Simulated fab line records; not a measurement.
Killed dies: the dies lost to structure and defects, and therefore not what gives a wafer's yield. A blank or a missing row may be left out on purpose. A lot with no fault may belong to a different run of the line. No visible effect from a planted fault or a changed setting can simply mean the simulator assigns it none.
Matching of chambers	flow n5-finfet	pecvd-02 running N5_BEOL_M7_ILD_DEP_00: 3 sister chambers
The step deposits SiCOH lowk from DEMS/porogen, target thk 179.75 nm, time 33.4 s. 3 wafers are shown with their chamber, then 10 later ones without.

== WAFERS WITH THEIR CHAMBER ==
wafer	chamber	heater-power-w (W)
L083.4	0	352
L089.2	2	210
L089.3	1	371

== WAFERS WHOSE CHAMBER IS MISSING ==
wafer	heater-power-w (W)
L089.4	215
L090.1	368
L090.4	329
L090.5	246
L093.1	364
L093.2	221
L093.4	213
L094.1	346
L094.2	306
L094.5	309

== CHAMBER TAKEN BY EACH ==
wafer	from the rows above	in truth
L089.4	2	2
L090.1	can't be placed: 1 or 0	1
L090.4	can't be placed: 0 or 1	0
L090.5	2	2
L093.1	can't be placed: 1 or 0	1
L093.2	2	2
L093.4	2	2
L094.1	can't be placed: 0 or 1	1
L094.2	can't be placed: 0 or 1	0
L094.5	can't be placed: 0 or 1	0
Correctly placed: 4 of 10. Cannot be placed on the basis of these rows: 6; the candidates contain the true chamber in 6. Wrongly placed: 0.
How it was worked out, from the rows above alone: a wafer's distance from a chamber is the root of the sum, over the readings, of the square of ((its reading less the chamber's mean) divided by the reading's scatter). If the next closest chamber is less than 2 further off than the closest, the wafer can't be placed; otherwise it belongs to the closest. Each chamber's mean is taken over the wafers shown for it. The scatter: root of mean squared gap, hidden wafer to nearest shown wafer, with one shown wafer a chamber.
